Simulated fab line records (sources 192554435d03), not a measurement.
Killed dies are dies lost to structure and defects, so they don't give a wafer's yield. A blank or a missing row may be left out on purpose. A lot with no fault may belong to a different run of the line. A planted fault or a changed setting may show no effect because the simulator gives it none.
Struck lot and sound lot, side by side | flow n5_finfet | 35 out of 1938 route steps
Sound: wafers L214.1, L214.2, L214.6. Struck: wafer L203.3 (L203.1, L203.2, from the same lot, were not struck and are left out); the cause is given at the end.
Each step with rows lists, per side, the tool, then ch with its chambers, then its first start. Under that, the readings that differ: sound wafers | struck wafers | difference of the means | sigmas: that difference in standard deviations of wafers without a fault.
alike: same words and numbers on both sides, and readings whose means sit less than 2 such deviations apart. not compared: any withheld reading, any reading some wafer has no value for, any bound like >300 that may hide the same value, and any number with overlapping values for which the record gives no deviation.
A row with sigmas, a row that says differs or no value, or rows on one side alone: a step with any of these is where the two part. Non-overlapping numbers with no deviation appear without sigmas and do not part them. A reading that every wafer of one side lacks parts them only if that side has two wafers or more.

first, 12 steps without rows for these wafers: N5_SD_EPI_P_STRIP_38 (strips in N2/H2); N5_SD_EPI_P_ETCHBACK_46 (etches SiNx in CH3F/O2, stops on SiO2, target depth 17.5 nm); N5_SD_EPI_P_ETCH_47 (etches SiOCN in CH3F/O2, target depth 25 nm); N5_SD_EPI_P_ETCH_16 (etches SiO2 in CHF3/O2, target depth 5 nm); N5_SD_EPI_P_STRIP_50 (strips in CHF3/O2); N5_SD_EPI_P_SD_RECESS_17 (chemistry HBr/Cl2/O2, target depth 39.1 nm, bt time 3 s); N5_SD_EPI_P_WET_ETCH_45 (etches SiO2 in dHF, time 10.7 s, target depth 2 nm, rinse time 30 s); N5_SD_EPI_P_STRIP_40 (strips in N2/H2); N5_SD_EPI_P_PRECLEAN_52 (cleans in O3/DIW, time 60 s); N5_SD_EPI_P_SRD_20 (time 30 s); N5_SD_EPI_P_PRECLEAN_51 (cleans in NF3:NH3, afs cycles 1, time 20 s, sublimation time 60 s); N5_SD_EPI_P_VAPOR_ETCH_44 (etches SiGe30 in NF3/Ar, time 3.3 s).
N5_SD_EPI_P_EPI_21: deposits SiGe:B, time 355 s.
  sound on epi_rpcvd-02 ch 0, day 8 12:34; struck on epi_rpcvd-02 ch 0, day 5 20:37
  reading                                     | sound          | struck | difference | sigmas
  epi_growth_time_s (s)                       | 355 355 355    | 374.9  | +19.9      |
  model.SiGe-B_of_SD_EPI_P_EPI_21.thk_nm (nm) | 59.6 60.8 59.4 | 64.4   | +4.5       |
then, 20 steps without rows for these wafers: N5_SD_EPI_P_HM_STRIP_48 (strips SiNx in H3PO4, material SiNx, target depth 3 nm); N5_SD_EPI_P_SRD_49 (time 30 s); N5_SD_EPI_P_PRECLEAN_24 (cleans in O3/DIW, time 45 s); N5_SD_EPI_P_PRECLEAN_32 (cleans in dHF, time 10 s); N5_SD_EPI_P_PRECLEAN_33 (cleans in SC2, time 45 s); N5_SD_EPI_P_SRD_25 (time 30 s); N5_SD_ACTIVATION_RTA_00 (time 0 s); N5_SD_ACTIVATION_LSA_01 (time 0.0008 s); N5_ILD0_LINER_00 (material SiNx, target thk 4 nm, pulse time 1 s, purge time 2 s); N5_ILD0_FCVD_FILL_01 (material SiO2 flowable, target thk 200 nm, time 328.3 s); N5_ILD0_CURE_02 (time 1800 s); N5_ILD0_CMP_03 (polishes, stops on SiNx, t overpolish 1.9 s, target thk 197.38 nm); N5_ILD0_CMP_07 (polishes SiO2 flowable, stops on poly-Si, t overpolish 1.18 s, target thk 138.88 nm); N5_ILD0_PRECLEAN_10 (cleans in NF3:NH3, afs cycles 5, time 20 s, sublimation time 60 s); N5_ILD0_ALD_15 (deposits SiNx, target thk 24 nm, pulse time 1 s, ald cycles 480); N5_ILD0_CMP_12 (polishes SiNx, stops on poly-Si, t overpolish 6 s, target thk 17.67 nm); N5_SDB_HM_DEP_00 (deposits SiNx from SiH4/NH3/N2, target thk 40 nm, time 35.3 s); N5_SDB_COAT_03 (time 60 s, resist thk 100 nm); N5_SDB_COAT_04 (time 60 s, resist thk 18 nm); N5_SDB_COAT_05 (resist thk 90 nm).
N5_MOL_CONTACT_COAG_ETCH_110: etches Si in CF4/O2, target depth 2.5 nm, time 8 s.
  sound on rie_diel-04 ch 2,3, day 9 21:47; struck on rie_diel-01 ch 0, day 7 05:34
  reading                                     | sound          | struck | difference | sigmas
  model.SiGe-B_of_SD_EPI_P_EPI_21.thk_nm (nm) | 56.8 57.8 56.4 | 61.6   | +4.6       |
  alike: chamber_pressure_mTorr, drypump_motor_current_A, oes_product_au, rf_vpp_V, showerhead_plenum_p_Torr, throttle_valve_pct
  not compared: rf_hours_counter_h
then, 1 step without rows for these wafers: N5_PASSIVATION_PROBE_49.

## WHERE THEY PART
Nowhere in this record.

WHY: what the simulator had put in
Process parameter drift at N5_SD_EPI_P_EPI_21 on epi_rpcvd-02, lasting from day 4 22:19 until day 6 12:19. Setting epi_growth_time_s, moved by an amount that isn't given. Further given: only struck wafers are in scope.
